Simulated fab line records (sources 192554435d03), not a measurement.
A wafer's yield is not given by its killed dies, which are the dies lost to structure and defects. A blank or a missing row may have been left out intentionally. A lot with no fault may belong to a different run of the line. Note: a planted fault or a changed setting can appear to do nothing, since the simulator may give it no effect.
fab line records	flow n5Finfet	part 2 of 2: steps 5 to 6 of 6
record: lots: 24	wafers: 72	lastDay: 17
route steps=1938 shown BEOL_M3@1000 BEOL_M4@1034
lots untouched by any fault: they come from a run of this same line in which no faults occurred
startH: hours from the record's opening day to when the first of the lot's shown wafers began	waitH: time in hours since the lot's previous step	" same as the row above	L1.1+2: one row covering several wafers at once	- either no value or no given start	* or withheld: withheld	< > ~ a bound
route shown NAME@n: names a module that has steps shown in the file, with the first one's number in the route	usual: average and standard deviation across the fault-free wafers	same: alike in all rows	chamber/n: place in a boat	sites: readings site by site	_std_site: their standard deviation	_edge_site: the outer-site mean with the inner-site mean subtracted	radiusMm: how far each site lies from the wafer's centre	mask NAME#n: copy n	behind: tool/chamber where the wafer was last shaped	hold: cause of the lot's hold/its duration in hours/its outcome	device: which transistor (n, p or np) failed to switch	end of line: the tests these same wafers got at the end of their route	where a step has no rows: the recipe by itself	killed: the dies lost at the first sort to structure and to defects; this is not the yield of the wafer	map: a wafer's dies, marking killed ones x, the rest . and places with no die _
set.NAME: the setting the step ran with; set.NAME@STEP: the setting that earlier step ran with	model.NAME: the simulator's own value behind a step, which no gauge read
one table for each step of the route and one row for each wafer, over a sample of lots
services: when a tool's chamber went out of use (startH, in hours from the record's first day, below 0 if earlier), for how many hours, and the reason
== steps ==
step: N5_BEOL_M4_ETCH_74
recipe: chemistry: N2/H2	target: underlayer	targetDepthA: 65	maskMaterial: CAR-EUV	timeS: 5.2	ionEnergyEv: 200	pressureMtorr: 30	sourceW: 840	biasW: 150	n2FlowSccm: 200	h2FlowSccm: 200	ends: cleared
usual: biasW: 150.0/0.45	drypumpMotorCurrentA: 5.8/0.4	etchRfOnTimeS: 5.18/0.071	oesProductAu: 0.69/0.071	rfVppV: 525.1/2.7	showerheadPlenumPTorr: 2.59/0.087	throttleValvePct: 17.66/0.26
lot.wafer	tool	chamber	startH	waitH	biasW	drypumpMotorCurrentA	etchRfOnTimeS	oesProductAu	rfHoursCounterH	rfVppV	showerheadPlenumPTorr	throttleValvePct
L074.2	rieDiel-04	0	153.56	0.0	149.9	5.4	5.22	0.75	44	525.8	2.58	17.59
L074.3	"	1	"	"	149.8	6.0	5.10	0.74	50	524.8	2.59	17.40
L074.4	"	0	"	"	151.3	5.4	5.24	0.75	-	526.4	2.58	17.62
L075.1	rieDiel-06	3	166.44	0.0	149.3	6.6	5.20	0.59	229	519.4	2.41	17.64
L075.4	"	1	"	"	150.5	6.5	5.20	0.74	64	528.4	2.69	17.75
L075.5	"	3	"	"	150.0	6.6	5.21	0.58	-	521.4	2.41	17.64
L077.2	rieDiel-05	0	167.23	0.0	150.4	5.1	5.18	0.79	12	528.1	2.72	17.85
L077.3	"	1	"	"	150.0	5.6	5.15	0.63	133	527.8	2.66	17.64
L077.4	"	3	"	"	149.9	5.9	5.40	0.56	239	523.6	2.51	18.01
L076.3	rieDiel-05	0	175.74	0.0	150.0	5.1	5.16	0.78	14	530.3	2.72	17.85
L076.5	"	0	"	"	150.0	5.1	5.14	0.78	-	527.8	2.72	17.86
L076.6	"	3	"	"	150.4	5.9	5.28	0.56	-	523.6	2.51	18.02
L078.1	rieDiel-05	1	183.49	0.0	149.4	5.6	5.17	0.64	138	526.6	2.66	17.64
L078.4	"	2	"	"	149.7	5.8	5.19	0.78	22	525.9	2.60	17.21
L078.5	"	0	"	"	149.7	5.1	5.18	0.76	-	527.2	2.72	17.89
L079.1	rieDiel-04	2	185.86	0.0	149.9	5.9	5.08	0.69	94	523.6	2.57	18.04
L079.4	"	0	"	"	149.5	5.4	5.14	0.74	53	524.4	2.58	17.63
L079.6	"	0	"	"	149.8	5.4	5.15	0.74	-	522.7	2.58	17.64
L080.3	rieDiel-05	1	190.13	0.0	150.7	5.6	5.15	0.63	140	526.4	2.66	17.61
L080.4	"	0	"	"	150.3	5.1	5.15	0.75	19	528.6	2.71	17.84
L080.5	"	1	"	"	150.1	5.7	5.16	0.64	-	527.7	2.66	17.65
L081.3	rieDiel-04	0	204.26	0.0	150.1	5.4	5.19	0.72	56	525.3	2.57	17.64
L081.5	"	2	"	"	150.5	6.0	5.09	0.68	-	525.5	2.57	18.07
L081.6	"	1	"	"	149.5	6.0	5.06	0.72	-	524.9	2.58	17.43
L082.1	rieDiel-05	0	210.38	0.0	149.4	5.1	5.18	0.76	26	529.3	2.71	17.89
L082.4	"	0	"	"	149.3	5.1	5.22	0.76	-	526.3	2.71	17.87
L082.6	"	2	"	"	149.8	5.8	5.15	0.76	-	526.1	2.59	17.22
L083.1	rieDiel-05	0	214.34	0.0	150.7	5.1	5.17	0.75	27	527.4	2.71	17.87
L083.4	"	0	"	"	149.7	5.1	5.14	0.76	-	529.2	2.71	17.85
L083.5	"	2	"	"	150.5	5.8	5.17	0.76	-	525.9	2.59	17.21
L084.1	rieDiel-06	1	225.48	0.0	150.1	6.4	5.25	0.71	80	528.5	2.68	17.80
L084.2	"	0	"	"	150.1	5.9	5.23	0.62	169	523.4	2.53	17.69
L084.6	"	3	"	"	149.1	6.6	5.23	0.57	-	521.9	2.40	17.65
L085.3	rieDiel-05	1	228.65	0.0	150.0	5.7	5.20	0.62	156	526.6	2.65	17.64
L085.5	"	0	"	"	150.8	5.1	5.20	0.75	-	529.2	2.71	17.90
L085.6	"	2	"	"	150.3	5.8	5.20	0.73	-	525.5	2.59	17.23
L086.1	rieDiel-05	0	232.87	0.0	149.3	5.1	5.18	0.73	36	525.7	2.71	17.91
L086.5	"	0	"	"	150.0	5.0	5.18	0.73	-	528.5	2.71	17.90
L086.6	"	2	"	"	149.6	5.8	5.28	0.73	-	523.8	2.59	17.22
L088.2	rieDiel-04	0	240.66	0.0	150.4	5.4	5.24	0.72	70	525.4	2.57	17.67
L088.5	"	0	"	"	149.6	5.4	5.24	0.71	-	524.6	2.57	17.67
L088.6	"	1	"	"	150.2	6.0	5.15	0.70	-	523.7	2.58	17.44
L089.1	rieDiel-06	0	245.14	0.0	150.1	5.9	5.27	0.61	177	523.6	2.53	17.68
L089.4	"	2	"	"	150.0	5.7	5.14	0.64	-	519.3	2.43	17.90
L089.6	"	1	"	"	149.0	6.5	5.25	0.70	-	526.8	2.68	17.78
L087.1	rieDiel-04	1	245.59	0.0	149.5	6.0	5.07	0.71	82	523.7	2.58	17.43
L087.2	"	0	"	"	148.9	5.4	5.18	0.71	71	525.0	2.57	17.68
L087.3	"	2	"	"	150.0	5.9	5.11	0.67	115	523.0	2.56	18.10
L090.2	rieDiel-06	0	246.99	0.0	150.7	5.9	5.28	0.61	178	523.0	2.53	17.70
L090.3	"	1	"	"	150.3	6.5	5.24	0.71	89	528.1	2.68	17.79
L090.6	"	2	"	"	150.7	5.6	5.19	0.63	-	521.9	2.43	17.91
L091.1	rieDiel-05	3	251.34	0.0	150.3	5.9	5.23	0.80	3	522.8	2.50	17.61
L091.2	"	0	"	"	148.9	5.1	5.26	0.72	46	527.1	2.70	17.92
L091.3	"	1	"	"	150.1	5.7	5.26	0.61	167	526.4	2.65	17.68
L093.1	rieDiel-06	0	265.46	0.0	149.7	5.9	5.19	0.61	185	523.8	2.53	17.72
L093.5	"	2	"	"	149.6	5.6	5.22	0.63	-	520.2	2.43	17.90
L093.6	"	0	"	"	149.6	5.9	5.20	0.61	-	521.3	2.53	17.71
L092.2	rieDiel-06	3	266.28	0.0	149.9	6.6	5.09	0.84	6	530.9	2.72	17.23
L092.4	"	3	"	"	150.5	6.6	5.09	0.83	-	527.8	2.72	17.23
L092.5	"	2	"	"	150.2	5.6	5.21	0.64	-	523.5	2.43	17.92
L094.1	rieDiel-04	1	285.74	0.0	149.6	6.0	5.16	0.67	98	523.2	2.57	17.45
L094.3	"	2	"	"	149.5	5.9	5.14	0.66	130	521.1	2.55	18.16
L094.4	"	0	"	"	150.7	5.4	5.22	0.70	88	524.4	2.56	17.67
L095.2	rieDiel-06	1	292.94	0.0	150.3	6.4	5.23	0.70	101	527.7	2.68	17.82
L095.4	"	1	"	"	150.4	6.4	5.25	0.70	-	525.6	2.68	17.86
L095.5	"	3	"	"	149.7	6.6	5.09	0.80	-	528.8	2.71	17.24
L096.1	rieDiel-04	0	293.62	0.0	150.4	5.4	5.22	0.69	90	524.6	2.56	17.70
L096.3	"	1	"	"	150.5	6.0	5.17	0.68	101	525.7	2.57	17.48
L096.6	"	0	"	"	150.1	5.5	5.26	0.69	-	524.0	2.56	17.69
L097.3	rieDiel-06	3	303.18	0.0	150.4	6.6	5.10	0.80	18	526.9	2.71	17.23
L097.4	"	2	"	"	149.6	5.6	5.21	0.62	195	522.8	2.42	17.93
L097.6	"	2	"	"	149.6	5.6	5.23	0.63	-	519.3	2.42	17.93
step: N5_BEOL_M4_VIA_ETCH_34
recipe: chemistry: C4F6/O2	targetDepthA: 694	maskMaterial: SOC	pressureMtorr: 15	ionEnergyEv: 250	taperDeg: 4	timeS: 65.9	sourceW: 350	biasW: 170	Ar_flow_sccm: 300	C4F6_flow_sccm: 10	O2_flow_sccm: 10
usual: biasW: 170.0/0.5	drypumpMotorCurrentA: 5.8/0.4	oesProductAu: 0.83/0.08	rfVppV: 669/6.6	showerheadPlenumPTorr: 2.89/0.078	throttleValvePct: 30.53/0.29
same: timeS: 65.9
lot.wafer	tool	chamber	startH	waitH	biasW	drypumpMotorCurrentA	oesProductAu	rfHoursCounterH	rfVppV	showerheadPlenumPTorr	throttleValvePct
L074.2	rieDiel-04	3	157.37	0.0	170.6	5.6	1.00	1	671	2.91	30.35
L074.3	"	2	"	"	169.5	5.9	0.82	86	670	2.87	30.97
L074.4	"	0	"	"	169.7	5.4	0.88	45	680	2.89	30.64
L075.1	rieDiel-04	0	175.93	0.0	169.3	5.4	0.87	50	682	2.89	30.65
L075.4	"	3	"	"	170.1	5.6	0.96	5	671	2.91	30.37
L075.5	"	2	"	"	169.8	5.9	0.82	-	670	2.87	30.99
L077.2	rieDiel-04	1	178.95	0.0	170.1	6.0	0.87	57	669	2.89	30.28
L077.3	"	0	"	"	171.2	5.5	0.86	51	681	2.89	30.63
L077.4	"	2	"	"	170.9	5.9	0.81	91	671	2.87	30.98
L076.3	rieDiel-04	3	182.07	0.0	170.4	5.6	0.96	7	671	2.91	30.36
L076.5	"	0	"	"	170.3	5.4	0.86	-	680	2.89	30.64
L076.6	"	3	"	"	170.0	5.6	0.95	-	670	2.91	30.36
L078.1	rieDiel-05	3	185.07	0.0	169.9	5.9	0.66	244	669	2.80	30.85
L078.4	"	2	"	"	170.4	5.8	0.92	23	665	2.89	30.00
L078.5	"	2	"	"	170.2	5.8	0.92	-	666	2.89	29.97
L079.1	rieDiel-06	1	188.16	0.0	170.3	6.5	0.86	69	666	2.99	30.60
L079.4	"	3	"	"	170.6	6.6	0.69	238	664	2.68	30.33
L079.6	"	2	"	"	169.9	5.6	0.77	-	662	2.73	30.75
L080.3	rieDiel-06	2	198.75	0.0	170.4	5.7	0.75	162	660	2.72	30.75
L080.4	"	1	"	"	170.1	6.4	0.84	73	666	2.99	30.60
L080.5	"	0	"	"	169.8	5.9	0.73	-	657	2.83	30.49
L081.3	rieDiel-05	2	210.06	0.0	169.8	5.8	0.90	32	665	2.88	29.97
L081.5	"	0	"	"	169.7	5.0	0.88	-	667	3.02	30.77
L081.6	"	2	"	"	169.1	5.8	0.89	-	664	2.89	29.99
L082.1	rieDiel-04	2	213.73	0.0	169.4	5.9	0.79	105	670	2.86	31.00
L082.4	"	3	"	"	170.4	5.6	0.92	20	669	2.90	30.37
L082.6	"	2	"	"	170.2	5.9	0.80	-	671	2.86	30.99
L083.1	rieDiel-04	0	218.27	0.0	170.2	5.4	0.85	61	681	2.88	30.63
L083.4	"	3	"	"	170.6	5.6	0.92	22	671	2.90	30.37
L083.5	"	3	"	"	170.9	5.6	0.92	-	671	2.90	30.37
L085.3	rieDiel-05	1	232.23	0.0	171.0	5.6	0.73	158	674	2.95	30.54
L085.5	"	1	"	"	170.0	5.7	0.72	-	674	2.95	30.53
L085.6	"	0	"	"	170.4	5.0	0.86	-	665	3.01	30.77
L084.1	rieDiel-04	3	238.70	0.0	169.0	5.6	0.90	29	670	2.90	30.39
L084.2	"	0	"	"	170.4	5.4	0.84	69	681	2.88	30.66
L084.6	"	1	"	"	169.9	6.0	0.83	-	670	2.88	30.30
L086.1	rieDiel-05	0	241.95	0.0	170.9	5.0	0.86	42	664	3.01	30.80
L086.5	"	2	"	"	169.5	5.8	0.86	-	664	2.88	30.00
L086.6	"	0	"	"	169.9	5.1	0.86	-	666	3.01	30.78
L088.2	rieDiel-04	3	245.33	0.0	170.6	5.5	0.89	31	670	2.89	30.37
L088.5	"	1	"	"	170.7	6.0	0.82	-	669	2.88	30.32
L088.6	"	2	"	"	170.4	5.9	0.79	-	671	2.86	31.01
L089.1	rieDiel-06	0	256.09	0.0	169.8	5.9	0.71	181	656	2.82	30.52
L089.4	"	1	"	"	170.5	6.5	0.83	92	666	2.98	30.61
L089.6	"	0	"	"	170.1	5.9	0.71	-	655	2.82	30.51
L087.1	rieDiel-06	1	256.46	0.0	169.7	6.5	0.83	92	666	2.98	30.63
L087.2	"	0	"	"	168.7	5.9	0.71	181	656	2.82	30.52
L087.3	"	2	"	"	169.4	5.6	0.74	181	661	2.72	30.77
L090.2	rieDiel-06	0	261.24	0.0	170.1	5.9	0.71	183	657	2.82	30.52
L090.3	"	2	"	"	171.1	5.7	0.74	183	662	2.72	30.76
L090.6	"	0	"	"	169.5	5.9	0.72	-	656	2.82	30.52
L091.1	rieDiel-04	1	261.40	0.0	170.0	6.0	0.82	88	668	2.88	30.32
L091.2	"	3	"	"	169.8	5.6	0.88	38	670	2.89	30.40
L091.3	"	0	"	"	169.9	5.4	0.83	78	682	2.88	30.67
L093.1	rieDiel-04	2	270.51	0.0	170.1	5.9	0.78	124	671	2.85	31.02
L093.5	"	1	"	"	170.6	6.0	0.81	-	669	2.88	30.33
L093.6	"	0	"	"	169.0	5.4	0.83	-	682	2.88	30.67
L092.2	rieDiel-05	1	278.97	0.0	170.6	5.7	0.71	177	675	2.95	30.57
L092.4	"	2	"	"	170.0	5.8	0.85	61	664	2.87	30.01
L092.5	"	3	"	"	170.5	5.9	0.93	-	667	2.79	30.60
L094.1	rieDiel-06	1	291.68	0.0	169.6	6.4	0.82	101	666	2.98	30.64
L094.3	"	0	"	"	170.2	5.9	0.71	194	656	2.82	30.52
L094.4	"	0	"	"	169.3	5.9	0.70	-	655	2.82	30.52
L095.2	rieDiel-06	0	296.63	0.0	170.3	5.9	0.70	196	655	2.82	30.54
L095.4	"	3	"	"	170.4	6.6	0.95	-	673	3.01	30.02
L095.5	"	1	"	"	170.4	6.4	0.82	-	666	2.98	30.66
L096.1	rieDiel-04	1	303.49	0.0	169.6	6.0	0.80	104	670	2.87	30.33
L096.3	"	0	"	"	169.9	5.4	0.81	94	682	2.87	30.68
L096.6	"	1	"	"	169.0	6.0	0.79	-	670	2.87	30.35
L097.3	rieDiel-06	0	308.63	0.0	170.0	5.9	0.70	199	657	2.81	30.53
L097.4	"	3	"	"	170.6	6.6	0.93	20	672	3.01	30.05
L097.6	"	2	"	"	170.4	5.7	0.73	-	661	2.71	30.76
== services ==
tool	chamber	startH	hours	kind
rieDiel-05	2	132.80	6.0	repair
rieDiel-04	3	137.04	-	clean
rieDiel-04	3	137.04	-	consumableReplace:focusRing
rieDiel-04	3	137.04	17.2	scheduledDown
rieDiel-04	3	137.04	17.2	ventCycle
pvdSputter-02	-	153.37	1.0	repair
pvdSputter-03	-	169.70	3.3	repair
rieDiel-05	3	204.47	-	clean
rieDiel-05	3	204.47	-	consumableReplace:focusRing
rieDiel-05	3	204.47	40.2	scheduledDown
rieDiel-05	3	204.47	40.2	ventCycle
rieDiel-06	3	228.27	-	clean
rieDiel-06	3	228.27	-	consumableReplace:focusRing
rieDiel-06	3	228.27	-	consumableReplace:showerhead
rieDiel-06	3	228.27	22.3	scheduledDown
rieDiel-06	3	228.27	22.3	ventCycle
pvdSputter-01	-	300.26	1.2	repair
